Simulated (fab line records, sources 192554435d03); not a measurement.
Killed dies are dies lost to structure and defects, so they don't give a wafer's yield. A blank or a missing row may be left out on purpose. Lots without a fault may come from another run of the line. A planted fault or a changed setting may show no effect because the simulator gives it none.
Chamber matching | flow n5_finfet | N5_BEOL_M0_SAQP_ILD_DEP_01 on pecvd-01: 3 sister chambers
The step deposits SiOC from DEMS/O2, target thk 45.419 nm, time 8.7 s. 18 wafers are shown with their chamber, then 9 later ones without.

WAFERS WITH THEIR CHAMBER
wafer  | chamber | throttle_valve_pct (%) | showerhead_plenum_p_Torr (Torr) | heater_power_w (W)
L075.1 | 0       | 11.5                   | 5.700                           | 469
L075.3 | 1       | 12.9                   | 5.735                           | 686
L075.6 | 0       | 11.2                   | 5.716                           | 477
L074.4 | 0       | 11.4                   | 5.700                           | 469
L074.5 | 1       | 13.0                   | 5.719                           | 563
L074.6 | 2       | 11.1                   | 5.657                           | 573
L076.3 | 0       | 11.5                   | 5.687                           | 503
L076.4 | 0       | 11.5                   | 5.703                           | 507
L076.6 | 2       | 11.1                   | 5.676                           | 526
L080.2 | 0       | 11.7                   | 5.709                           | 453
L080.3 | 1       | 12.6                   | 5.729                           | 578
L080.5 | 0       | 11.5                   | 5.690                           | 454
L085.1 | 2       | 11.3                   | 5.685                           | 564
L085.4 | 2       | 11.2                   | 5.666                           | 568
L085.5 | 1       | 13.0                   | 5.724                           | 660
L089.2 | 1       | 12.8                   | 5.720                           | 675
L089.3 | 2       | 11.3                   | 5.673                           | 556
L089.4 | 1       | 13.0                   | 5.719                           | 673

SIGNATURES (means of the wafers above)
reading                  | chamber 0 | chamber 1 | chamber 2 | scatter within a chamber
throttle_valve_pct       | 11.471    | 12.883    | 11.200    | 0.142
showerhead_plenum_p_Torr | 5.70071   | 5.72433   | 5.67140   | 0.00919
heater_power_w           | 476.00    | 639.17    | 557.40    | 35.4
Rule: a wafer's distance from a chamber is the root of the sum, over the readings, of the square of ((its reading less the chamber's mean) divided by the reading's scatter). The wafer belongs to the nearest chamber; if the next one is less than 2 further off, it can't be placed. The scatter: the root of (the sum of the squares of (reading less its chamber's mean) over the shown wafers, divided by (wafers less chambers)).

WAFERS WITHOUT THEIR CHAMBER
wafer  | throttle_valve_pct (%) | showerhead_plenum_p_Torr (Torr) | heater_power_w (W)
L090.1 | 12.7                   | 5.736                           | 656
L090.3 | 11.2                   | 5.674                           | 492
L090.4 | 11.3                   | 5.690                           | 440
L091.3 | 11.3                   | 5.680                           | 505
L091.4 | 11.3                   | 5.707                           | 413
L091.5 | 12.8                   | 5.718                           | 614
L094.1 | 13.0                   | 5.721                           | 640
L094.2 | 11.7                   | 5.697                           | 467
L094.4 | 11.2                   | 5.677                           | 562

WHICH CHAMBER EACH WENT THROUGH
wafer  | from the rows above     | in truth
L090.1 | 1                       | 1
L090.3 | can't be placed: 2 or 0 | 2
L090.4 | can't be placed: 0 or 2 | 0
L091.3 | can't be placed: 2 or 0 | 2
L091.4 | 0                       | 0
L091.5 | 1                       | 1
L094.1 | 1                       | 1
L094.2 | 0                       | 0
L094.4 | 2                       | 2
Placed correctly: 6 of 9. Can't be placed from these rows: 3 (the true chamber is among the candidates in 3). Placed wrongly: 0.
